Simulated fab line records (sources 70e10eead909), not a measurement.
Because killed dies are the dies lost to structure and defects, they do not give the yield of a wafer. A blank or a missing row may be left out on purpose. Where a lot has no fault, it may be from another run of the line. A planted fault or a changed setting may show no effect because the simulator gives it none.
The tool behind it: which one? ; flow nandHarc ; 11 lots with 33 wafers sampled at 4 steps, on a route of 1159 steps

== WHAT THE GAUGES SHOWED, per wafer ==
NHARC_P_ZERO_WELL_INSPECT_43.
lot;measured;on;rawDefectCount
L309;day 1 19:40;defectInspect-01;15 18 12
L313;day 2 19:47;defectInspect-02;11 260 14
L314;day 3 01:31;defectInspect-01;8 14 264
L323;day 5 07:36;defectInspect-01;7 10 14
L326;day 6 01:19;defectInspect-02;25 15 19
L327;day 6 07:26;defectInspect-02;33 14 24
L328;day 6 13:53;defectInspect-02;21 15 6
L329;day 6 19:41;defectInspect-02;7 5 10
L330;day 7 01:27;defectInspect-02;20 15 19
L331;day 7 07:35;defectInspect-01;8 8 10
L332;day 7 13:19;defectInspect-01;22 25 22

== WHAT TOOL EACH LOT RAN ON (gives the tool, then ch and the chambers of the sampled wafers, and finally the start) ==
lot;NHARC_P_ZERO_WELL_ETCH_63;NHARC_P_ZERO_WELL_DESCUM_39;NHARC_P_ZERO_WELL_RTA_42
L309;rieSi-05 ch 0,1,3, day 1 13:47;rieDiel-02 ch 0,2,3, day 1 16:32;rtpAnneal-01 ch 0, day 1 18:59
L313;rieSi-04 ch 1,2,3, day 2 13:40;rieDiel-01 ch 0,1,2, day 2 16:26;rtpAnneal-01 ch 0, day 2 19:20
L314;rieSi-04 ch 1,2,3, day 2 19:40;rieDiel-01 ch 0,1, day 2 22:11;rtpAnneal-01 ch 0, day 3 00:56
L323;rieSi-05 ch 2,3, day 5 01:39;rieDiel-02 ch 1,2, day 5 04:16;rtpAnneal-02 ch 0, day 5 06:55
L326;rieSi-05 ch 0,2,3, day 5 19:33;rieDiel-03 ch 0,1,2, day 5 22:10;rtpAnneal-02 ch 0, day 6 00:45
L327;rieSi-05 ch 0,2,3, day 6 01:40;rieDiel-01 ch 0,1,2, day 6 04:16;rtpAnneal-01 ch 0, day 6 06:46
L328;rieSi-05 ch 2,3, day 6 07:46;rieDiel-03 ch 0,2,3, day 6 10:31;rtpAnneal-02 ch 0, day 6 13:11
L329;rieSi-04 ch 0,2,3, day 6 13:47;rieDiel-03 ch 0,1, day 6 16:24;rtpAnneal-02 ch 0, day 6 19:00
L330;rieSi-04 ch 0,1,3, day 6 19:33;rieDiel-03 ch 1,2, day 6 22:17;rtpAnneal-01 ch 0, day 7 00:53
L331;rieSi-05 ch 1,2,3, day 7 01:48;rieDiel-03 ch 1,3, day 7 04:15;rtpAnneal-02 ch 0, day 7 07:07
L332;rieSi-05 ch 0,1,3, day 7 07:32;rieDiel-01 ch 0,1,3, day 7 10:08;rtpAnneal-01 ch 0, day 7 12:44
- NHARC_P_ZERO_WELL_ETCH_63: etches the open film in HBr/Cl2, target depth 120 nm, time 40.1 s.
- NHARC_P_ZERO_WELL_DESCUM_39: chemistry O2, time 3 s.
- NHARC_P_ZERO_WELL_RTA_42: time 300 s.

== THE ANSWER, worked out from the rows above alone ==
Rule: the lots themselves supply what counts as usual. Put in order of their means at a reading, lots are off if they are a third of the lots or fewer, leave a main group of 4 or more, and stand apart from it by a gap of 3 or more times the standard deviation of the main group's means; of several such gaps the widest counts. If all means in a main group match to the digits the tables above print for the reading, that group is not used. Also off: a lot with no number at a reading for which 4 or more lots have one. Any other lot the step has rows for is counted as sound.
Off: L313, L314 (NHARC_P_ZERO_WELL_INSPECT_43, rawDefectCount). The main group: mean 16, standard deviation 5.7.
If a tool, at a process step before that reading, ran all the lots that are off and no sound lot after the first of them, it fits. Those tools and the gauges at NHARC_P_ZERO_WELL_INSPECT_43 are tried in the same way. No candidate that was tried fits.

== WHAT HAD BEEN PUT IN BY THE SIMULATOR ==
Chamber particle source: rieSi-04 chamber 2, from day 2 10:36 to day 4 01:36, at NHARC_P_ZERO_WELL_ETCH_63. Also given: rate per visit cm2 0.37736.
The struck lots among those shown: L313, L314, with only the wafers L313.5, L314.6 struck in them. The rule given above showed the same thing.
